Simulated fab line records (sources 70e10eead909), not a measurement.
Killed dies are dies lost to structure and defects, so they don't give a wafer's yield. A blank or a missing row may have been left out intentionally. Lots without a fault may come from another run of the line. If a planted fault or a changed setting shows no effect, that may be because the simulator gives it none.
A single fault, viewed from 2 desks | flow nandHarc | each desk has only its own numbers; what lay behind them comes last

## FROM THE METROLOGY DESK
What the gauges read for every lot (on any tool): the sampled wafers with a number, averaged. If a lot's mean is further than 4 standard deviations from the usual mean, the lot is out of limits and carries the mark OUT (the distance appears in the brackets).
Columns: A = thkNm at NHARC_A_ONON_D2_THK_MEAS_02, usual 1002 nm
lot  | first seen here | A
L992 | day 13 05:46    | 1012
L991 | day 13 05:56    | 1000
L995 | day 14 13:14    | 993
L999 | day 16 04:54    | 671 (-28) OUT
L102 | day 17 10:41    | 667 (-28) OUT
L103 | day 17 10:41    | 1008
L105 | day 18 09:55    | 1023
L106 | day 19 00:43    | 994
L107 | day 19 11:37    | 999
L110 | day 20 12:52    | 990
L109 | day 20 12:58    | 1007
L111 | day 21 08:10    | 1001
L112 | day 21 16:14    | 987
L113 | day 21 16:16    | 991
This desk finds L102, L999 out of limits, L999 being first, at day 16 04:54 (thkNm at NHARC_A_ONON_D2_THK_MEAS_02). Within limits: L992, L991, L995, L103, L105, L106, L107, L110, L109, L111, L112, L113.

## THE DEFECT DESK
Counts from the inspections along the route, per lot, as means over the sampled wafers that have a number. If a lot's mean is further than 4 standard deviations from the usual mean, the lot is out of limits and carries the mark OUT (the distance appears in the brackets).
Columns: A = rawDefectCount at NHARC_A_CHANNEL_FILL_D1_INSPECT_13, usual 337
lot  | first seen here | A
L992 | day 11 18:23    | 265
L991 | day 11 18:23    | 396
L995 | day 13 02:23    | 759
L999 | day 14 17:29    | 249
L102 | day 15 22:06    | 387
L103 | day 15 22:07    | 204
L105 | day 16 17:44    | 412
L106 | day 17 09:00    | 360
L107 | day 17 21:04    | 395
L109 | day 19 03:31    | 280
L110 | day 19 03:31    | 243
L111 | day 19 21:14    | 168
L112 | day 20 04:40    | 314
L113 | day 20 04:40    | 250
This desk's finding: nothing out of limits on any of the 14 lots.

## BROUGHT TOGETHER
On L102, L999, the metrology desk was in a position to raise an alarm at day 16 04:54.
Nothing the defect desk looked at was out of limits.
The defect desk has L102, L999 on record, within its limits.
Every lot named ran NHARC_A_ONON_D2_DEP_00 on pecvdOnon-04.

## WHAT THE SIMULATOR PUT IN
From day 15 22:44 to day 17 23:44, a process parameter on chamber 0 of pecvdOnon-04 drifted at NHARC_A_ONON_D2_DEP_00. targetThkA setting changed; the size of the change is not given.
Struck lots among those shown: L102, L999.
Per desk, hours elapsed from the start of the fault to the first reading out of limits: for the metrology desk, 6.
